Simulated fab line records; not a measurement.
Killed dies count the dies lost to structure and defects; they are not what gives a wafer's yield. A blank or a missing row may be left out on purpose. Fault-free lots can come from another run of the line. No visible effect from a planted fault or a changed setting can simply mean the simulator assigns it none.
Split-lot trial | flow n5-finfet | on a route of 1938 steps: 7 lots, 39 wafers read

== THE SPLIT ==
At N5_BEOL_M5_DEP_56 (deposits SiCN from 3MS/NH3, target thk 8 nm, time 14 s), the setting target-thk-a was moved away from the recipe's 80 angstrom on 15 of the 39 wafers read, by -59.3% to +25.0%. All remaining wafers had this setting at the recipe value.

The split's own step is where the reading is taken.

== THE READING ==
SiCN_of_BEOL_M5_DEP_56.thk-nm (the simulator's own value, which no gauge read), in nm, at N5_BEOL_M5_DEP_56 (deposits SiCN from 3MS/NH3, target thk 8 nm, time 14 s). There is no usual value for it anywhere in the file. Average 7.9 nm, standard deviation 0.17 nm, over the 24 wafers here run with the recipe.

wafer  | tool, chamber at the split | target-thk-a as run, angstrom | against the recipe | SiCN_of_BEOL_M5_DEP_56.thk-nm, nm | against lot-mates on the recipe
L075.1 | pecvd-01, 2,1              | 80                            | recipe             | 7.8                               | -
L075.3 | pecvd-01, 2,1              | 80                            | recipe             | 7.8                               | -
L075.2 | pecvd-01, 0                | 80                            | recipe             | 7.6                               | -
L075.4 | pecvd-01, 2,0              | 32.54                         | -59.3%             | 3                                 | -4.7
L075.5 | pecvd-01, 2,0              | 32.54                         | -59.3%             | 3                                 | -4.7
L075.6 | pecvd-01, 1                | 32.54                         | -59.3%             | 3.2                               | -4.5
L077.1 | pecvd-01, 1,2              | 43.7                          | -45.4%             | 4.4                               | -3.5
L077.5 | pecvd-01, 1,2              | 43.7                          | -45.4%             | 4.4                               | -3.5
L077.2 | pecvd-01, 0                | 80                            | recipe             | 8                                 | -
L077.6 | pecvd-01, 0                | 80                            | recipe             | 8                                 | -
L077.3 | pecvd-01, 2                | 80                            | recipe             | 7.8                               | -
L077.4 | pecvd-01, 1                | 43.7                          | -45.4%             | 4.6                               | -3.3
L089.1 | pecvd-02, 1,2              | 100                           | +25.0%             | 10                                | +1.9
L089.2 | pecvd-02, 1,2              | 100                           | +25.0%             | 10                                | +1.9
L089.3 | pecvd-02, 0,1              | 80                            | recipe             | 8                                 | -
L089.6 | pecvd-02, 0,1              | 80                            | recipe             | 8                                 | -
L089.4 | pecvd-02, 0                | 100                           | +25.0%             | 10.2                              | +2.1
L089.5 | pecvd-02, 2                | 80                            | recipe             | 8.2                               | -
L090.1 | pecvd-02, 0,1              | 80                            | recipe             | 7.8                               | -
L090.3 | pecvd-02, 0,1              | 80                            | recipe             | 7.8                               | -
L090.2 | pecvd-02, 2,2,0,1          | 80                            | recipe             | 8                                 | -
L090.4 | pecvd-02, 2,2,0,1          | 80                            | recipe             | 8                                 | -
L090.5 | pecvd-02, 2,2,0,1          | 80                            | recipe             | 8                                 | -
L090.6 | pecvd-02, 2,2,0,1          | 80                            | recipe             | 8                                 | -
L096.1 | pecvd-02, 0                | 80                            | recipe             | 7.8                               | -
L096.2 | pecvd-02, 1                | 80                            | recipe             | 7.6                               | -
L096.3 | pecvd-02, 2,1,2            | 45.16                         | -43.5%             | 4.4                               | -3.4
L096.4 | pecvd-02, 2,1,2            | 45.16                         | -43.5%             | 4.4                               | -3.4
L096.5 | pecvd-02, 2,1,2            | 45.16                         | -43.5%             | 4.4                               | -3.4
L096.6 | pecvd-02, 0                | 80                            | recipe             | 8                                 | -
L095.1 | pecvd-01, 1,2,0            | 94.16                         | +17.7%             | 9.2                               | +1.3
L095.2 | pecvd-01, 1,2,0            | 94.16                         | +17.7%             | 9.2                               | +1.3
L095.3 | pecvd-01, 1,2,0            | 94.16                         | +17.7%             | 9.2                               | +1.3
L095.4 | pecvd-01, 0,1              | 80                            | recipe             | 8                                 | -
L095.5 | pecvd-01, 0,1              | 80                            | recipe             | 8                                 | -
L095.6 | pecvd-01, 2                | 80                            | recipe             | 7.8                               | -
L097.3 | pecvd-04, 1,0,2            | 80                            | recipe             | 8.2                               | -
L097.4 | pecvd-04, 1,0,2            | 80                            | recipe             | 8.2                               | -
L097.5 | pecvd-04, 1,0,2            | 80                            | recipe             | 8.2                               | -
Rows listing several chambers each stand for several wafers; the file does not say which wafer went through which chamber.

THE FIT
A straight line over all 39 wafers: SiCN_of_BEOL_M5_DEP_56.thk-nm changes by +0.0804 nm for each +1% of target-thk-a; r = +1.00; the points scatter about the line by 0.17 nm.
The same after taking each lot's own level away (the mean of its wafers on the recipe; 39 wafers): +0.0778 nm for each +1%; r = +1.00; scatter 0.1 nm.
On that fit, the largest move of target-thk-a shifts the reading by 4.6 nm.
Across the lots, their own levels run from 7.73 to 8.20 nm, a range of 2.8 times the standard deviation given above.
So the lot-to-lot level changes the slope little: the two slopes agree.
Check: for one of the wafers moved furthest among these (-59.3%), held out of the fit, the line's prediction against its lot-mates is -4.6 nm. It came out at -4.73 nm against them.

== THESE WAFERS: OTHER SPLITS ==
These wafers also went through other splits before the reading. Each is held against what the fit with the lots' levels taken away leaves over:
other split on the same wafers                 | wafers away from the commonest value | r with SiCN_of_BEOL_M5_DEP_56.thk-nm (lot level and that fit taken away)
N5_SD_EPI_P_EPI_21 epi-growth-time-s           | 15                                   | -0.18
N5_MOL_CONTACT_COAG_ALD_27 ald-cycles          | 9                                    | +0.22
N5_BEOL_M0_SAQP_MANDREL_ETCH_20 target-depth-a | 12                                   | +0.11
N5_BEOL_M1_ALD_84 ald-cycles                   | 15                                   | +0.04
N5_BEOL_M3_CVD_47 target-thk-a                 | 15                                   | -0.23

== FILE'S OWN FIT ==
SiCN_of_BEOL_M5_DEP_56.thk-nm changes by +0.0778 nm for each +1% of target-thk-a, r = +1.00.
